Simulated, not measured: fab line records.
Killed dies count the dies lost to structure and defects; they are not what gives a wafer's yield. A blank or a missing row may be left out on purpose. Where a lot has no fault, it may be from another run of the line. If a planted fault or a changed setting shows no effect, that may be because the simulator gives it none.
Matching of chambers	flow nandHarc	NHARC_A_M0_CMP_23 on cmp-02 has 4 sister chambers
The step polishes, t overpolish 20 s, target thk 113.75 nm. 20 wafers are shown with their chamber, then 10 later ones without.

## WAFERS WITH THEIR CHAMBER
wafer	chamber	motorCurrentA (A)	timeToEndpointS (s)
L074.3	0	12.0	29.9
L074.4	2	11.3	29.1
L074.5	1	12.1	34.4
L079.4	2	10.9	27.1
L079.5	2	10.8	26.3
L079.6	1	11.9	34.0
L081.1	3	14.5	25.9
L081.4	1	12.0	38.2
L081.5	2	11.1	25.6
L083.1	2	11.3	26.0
L083.3	3	16.2	24.8
L083.6	3	14.8	23.0
L084.1	1	12.0	32.2
L084.2	2	11.6	24.8
L084.5	2	11.6	25.9
L086.1	0	12.0	27.7
L086.4	2	10.7	25.8
L086.6	1	12.0	30.3
L087.3	0	12.2	30.5
L087.4	3	15.6	31.2

SIGNATURES (averages over the wafers above)
reading	chamber 0	chamber 1	chamber 2	chamber 3	scatter within a chamber
motorCurrentA	12.067	12.000	11.162	15.275	0.409
timeToEndpointS	29.367	33.820	26.325	26.225	2.34
Rule: for a wafer and a chamber, the distance is found by dividing, reading by reading, the gap between the wafer's reading and the chamber's mean by the reading's scatter, squaring, summing and taking the root. If the next closest chamber is less than 2 further off than the closest, the wafer can't be placed; otherwise it belongs to the closest. How the scatter is found: for the shown wafers, subtract from each reading the mean of its chamber, square and add these, divide the total by (wafers less chambers), then take the root.

## WAFERS MISSING THEIR CHAMBER
wafer	motorCurrentA (A)	timeToEndpointS (s)
L087.6	10.9	27.2
L088.4	11.4	27.9
L088.5	12.4	32.3
L088.6	14.6	28.3
L090.3	11.3	26.3
L090.4	12.4	28.8
L090.5	11.5	33.6
L091.1	12.4	34.3
L091.4	15.4	27.7
L091.5	11.4	28.9

## CHAMBER TAKEN BY EACH
wafer	from the rows above	in truth
L087.6	2	2
L088.4	can't be placed: 2 or 0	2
L088.5	can't be placed: 1 or 0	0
L088.6	3	3
L090.3	can't be placed: 2 or 0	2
L090.4	can't be placed: 0 or 1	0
L090.5	can't be placed: 1 or 0 or 2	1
L091.1	can't be placed: 1 or 0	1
L091.4	3	3
L091.5	can't be placed: 2 or 0 or 1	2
3 of 10 placed correctly. Not placeable from these rows: 7 (in 7, the candidates include the true chamber). Number placed wrongly: 0.
